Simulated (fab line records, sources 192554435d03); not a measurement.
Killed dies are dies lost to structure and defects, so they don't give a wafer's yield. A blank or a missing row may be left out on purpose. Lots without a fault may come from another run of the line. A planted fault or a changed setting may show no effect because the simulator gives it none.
A struck lot beside a sound one | flow n5_finfet | 37 steps out of a route of 1938
Sound: wafers L507.1, L507.4, L507.5. Struck: wafer L523.2. (L523.1, L523.5 of the same lot were not struck and are left out.) The cause comes at the end.
At each step with rows: each side's tool, then ch and its chambers, then its first start. Under that, the readings that differ: sound wafers | struck wafers | difference of the means | sigmas: that difference in standard deviations of wafers without a fault.
alike: readings whose means differ by less than 2 such deviations, and words and numbers that are the same on both sides. not compared: withheld readings, readings that some wafer has no value for, bounds like >300 that may hide the same value, and numbers for which the record gives no deviation and whose values overlap.
The two part at a step that has a row with sigmas, a row that says differs or no value, or rows on one side only. Numbers that don't overlap but have no deviation are shown without sigmas and don't part them. A reading that every wafer of one side lacks parts them only if that side has two wafers or more.

first, 9 steps without rows for these wafers: N5_MOL_CONTACT_COAG_COAT_34 (resist thk 40 nm); N5_MOL_CONTACT_COAG_EBR_36; N5_MOL_CONTACT_COAG_SOFTBAKE_35 (time 60 s); N5_MOL_CONTACT_COAG_EXPOSE_37 (exposes mask VD, defocus 0 nm); N5_MOL_CONTACT_COAG_PEB_38 (peb time 60 s); N5_MOL_CONTACT_COAG_DEVELOP_39 (develop time 30 s); N5_MOL_CONTACT_COAG_DESCUM_45 (chemistry O2, time 7 s); N5_MOL_CONTACT_COAG_ETCH_65 (etches underlayer in N2/H2, target depth 13 nm, time 10.4 s); N5_MOL_CONTACT_COAG_ETCH_66 (etches SiARC in CF4, target depth 13 nm, time 21.7 s).
N5_MOL_CONTACT_COAG_ALD_133: deposits SiO2, target thk 5 nm, pulse time 1 s, co reactant pulse time 1 s.
  sound on ald_sin-04 ch 1,3, day 5 06:53; struck on ald_sin-04 ch 2, day 9 06:28
  reading                                            | sound    | struck | difference | sigmas
  ald_cycles                                         | 35 35 35 | 44     | +9         |
  model.SiO2_of_MOL_CONTACT_COAG_ALD_133.thk_nm (nm) | 5 5 5    | 6.2    | +1.2       |
  alike: chamber_pressure_Torr, heater_power_w, precursor_pulse_height_rel
then, 25 steps without rows for these wafers: N5_MOL_CONTACT_COAG_ETCHBACK_134 (etches SiO2 in CHF3, target depth 10 nm, time 6.7 s); N5_MOL_CONTACT_COAG_ETCH_67 (etches SOC in N2/H2, target depth 60 nm, overetch 21 nm, time 101.2 s); N5_MOL_CONTACT_COAG_STRIP_68 (strips in N2/H2); N5_MOL_CONTACT_COAG_STRIP_69 (strips in N2/H2); N5_MOL_CONTACT_COAG_ETCHBACK_136 (etches SiO2 in CHF3, target depth 25 nm, time 16.7 s); N5_MOL_CONTACT_COAG_STRIP_120 (strips in CHF3); N5_MOL_CONTACT_COAG_VIA_ETCH_117 (etches SiO2 in C4F6/O2, target depth 40 nm, overetch 8 nm, time 26 s); N5_MOL_CONTACT_COAG_ETCH_124 (etches SiNx in CH3F/O2, stops on SiOC, target depth 6.5 nm); N5_MOL_CONTACT_COAG_ETCH_48 (etches SiOC in C4F6/O2, target depth 15 nm, overetch 4.5 nm, time 17 s); N5_MOL_CONTACT_COAG_STRIP_72 (strips in N2/H2); N5_MOL_CONTACT_COAG_STRIP_49 (strips in N2/H2, time 30 s); N5_MOL_CONTACT_COAG_PRECLEAN_138 (cleans in alkaline clean, time 60 s); N5_MOL_CONTACT_COAG_SRD_139 (time 30 s); N5_MOL_CONTACT_COAG_PRE_CLEAN_121; N5_MOL_CONTACT_COAG_CVD_140 (deposits W, target thk 66.5 nm, time 215 s); N5_MOL_CONTACT_COAG_PRECLEAN_127 (cleans in DIW, time 57.5 s); N5_MOL_CONTACT_COAG_SRD_128 (dry time 32 s); N5_MOL_CONTACT_COAG_CMP_52 (polishes, stops on SiO2, t overpolish 1.5 s, target thk 66.5 nm); N5_MOL_CONTACT_COAG_ANNEAL_112 (time 1800 s); N5_BEOL_M0_SAQP_PECVD_00 (deposits SiCN from 3MS/NH3, target thk 8 nm, time 14 s); N5_BEOL_M0_SAQP_ILD_DEP_01 (deposits SiOC from DEMS/O2, target thk 45.419 nm, time 8.7 s); N5_BEOL_M0_SAQP_HM_DEP_02 (deposits TiN, target thk 12 nm); N5_BEOL_M0_SAQP_PECVD_03 (deposits SiCN from 3MS/NH3, target thk 12 nm, time 21.1 s); N5_BEOL_M0_SAQP_PECVD_96 (deposits a-Si from SiH4/He, target thk 45 nm, time 45.2 s); N5_BEOL_M0_SAQP_PECVD_97 (deposits SiNx from SiH4/NH3/N2, target thk 23 nm, time 19.9 s).
-- the record jumps here: 3 days lie between the struck wafers' starts before and after (it left off in module BEOL_M0_SAQP and takes up again in module BEOL_M4, whose first step shown is number 1111 of the route) --
N5_BEOL_M4_RC_MEAS_101:
  sound on prober-01 ch 0, day 7 21:22; struck on prober-02 ch 0, day 11 22:49
  reading | sound | struck | difference                   | sigmas
  device  | - - - | np     | no value on the sound wafers |
  not compared: DIBL_N, DIBL_P, IOFF_N, IOFF_P, ION_N, ION_P, SS_N, SS_P, VT_N, VT_P
-- the record jumps here: 5 days lie between the struck wafers' starts before and after (it left off in module BEOL_M4 and takes up again in module PASSIVATION, whose first step shown is number 1936 of the route) --
N5_PASSIVATION_PROBE_49:
  sound on prober-01, day 12 06:33; struck on prober-01, day 16 16:55
  reading                  | sound          | struck | difference | sigmas
  defect_limited_yield (%) | 88.7 90.4 90.6 | 62.6   | -27.3      | -17
  killed_at_contacts       | 18 6 9         | 336    | +325       | +53
  killed_dies              | 133 113 111    | 441    | +322       | +17
  killed_on_rim            | 16 20 11       | 55     | +39        | +9
  sort_bin_5_function (%)  | 7.8 6.4 6.1    | 33.7   | +26.9      | +24
  sort_n_pass              | 1047 1067 1069 | 739    | -322       | -18
  sort_yield_pct (%)       | 88.7 90.4 90.6 | 62.6   | -27.3      | -17
  alike: killed_at_M0_to_M3, killed_at_M4_up, killed_at_front_end, killed_at_other, killed_open, killed_short, sort_bin_4_leakage, sort_bin_6_memory

WHERE THEY PART
First at N5_BEOL_M4_RC_MEAS_101; last, within this record, at N5_PASSIVATION_PROBE_49.

WHY: what the simulator had put in
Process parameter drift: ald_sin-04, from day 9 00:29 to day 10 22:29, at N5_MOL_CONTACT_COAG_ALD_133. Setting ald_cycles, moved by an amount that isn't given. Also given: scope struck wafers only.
